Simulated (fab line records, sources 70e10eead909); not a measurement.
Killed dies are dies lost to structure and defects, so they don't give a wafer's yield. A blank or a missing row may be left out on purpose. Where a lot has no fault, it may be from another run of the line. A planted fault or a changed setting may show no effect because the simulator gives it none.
Which tool was responsible? | flow nand-harc | 18 wafers from 6 lots sampled at 2 of the route's 1159 steps

## WHAT THE GAUGES SHOWED, per wafer
NHARC_P_ZERO_WELL_CD_MEAS_24: the cd target is 720 nm.
lot  | measured    | on        | cd-nm (nm)
L712 | day 1 20:41 | cd-sem-03 | 720.5 721.1 720.0
L714 | day 2 08:36 | cd-sem-03 | 721.8 721.4 719.3
L723 | day 4 14:37 | cd-sem-01 | 718.4 718.3 719.8
L728 | day 5 20:48 | cd-sem-02 | 722.4 721.2 721.8
L731 | day 6 14:56 | cd-sem-03 | 716.5 717.1 718.1
L734 | day 7 08:28 | cd-sem-01 | 717.5 718.5 717.0

## TOOL THAT RAN EACH LOT (tool first, then ch and the chambers of the sampled wafers, then the start)
lot  | NHARC_P_ZERO_WELL_EXPOSE_21
L712 | krf-scanner-02 ch 0, day 1 20:32
L714 | krf-scanner-01 ch 0, day 2 08:26
L723 | krf-scanner-02 ch 0, day 4 14:28
L728 | krf-scanner-02 ch 0, day 5 20:38
L731 | krf-scanner-02 ch 0, day 6 14:47
L734 | krf-scanner-01 ch 0, day 7 08:19
- NHARC_P_ZERO_WELL_EXPOSE_21: exposes mask P NWELL, target cd 720 nm.

## THE ANSWER, worked out from the rows above alone
Rule: usual is defined by the lots themselves. Put in order of their means at a reading, lots are off if they are a third of the lots or fewer, leave a main group of 4 or more, and stand apart from it by a gap of 3 or more times the standard deviation of the main group's means; of several such gaps the widest counts. A main group whose means are all the same, to the digits that the tables above print for the reading, isn't used. A lot without any number at a reading at which 4 lots or more have one is off too. The other lots that the step has rows for count as sound.
Nothing can be told from this: no lot is off at any reading shown.

## WHAT HAD BEEN PUT IN BY THE SIMULATOR
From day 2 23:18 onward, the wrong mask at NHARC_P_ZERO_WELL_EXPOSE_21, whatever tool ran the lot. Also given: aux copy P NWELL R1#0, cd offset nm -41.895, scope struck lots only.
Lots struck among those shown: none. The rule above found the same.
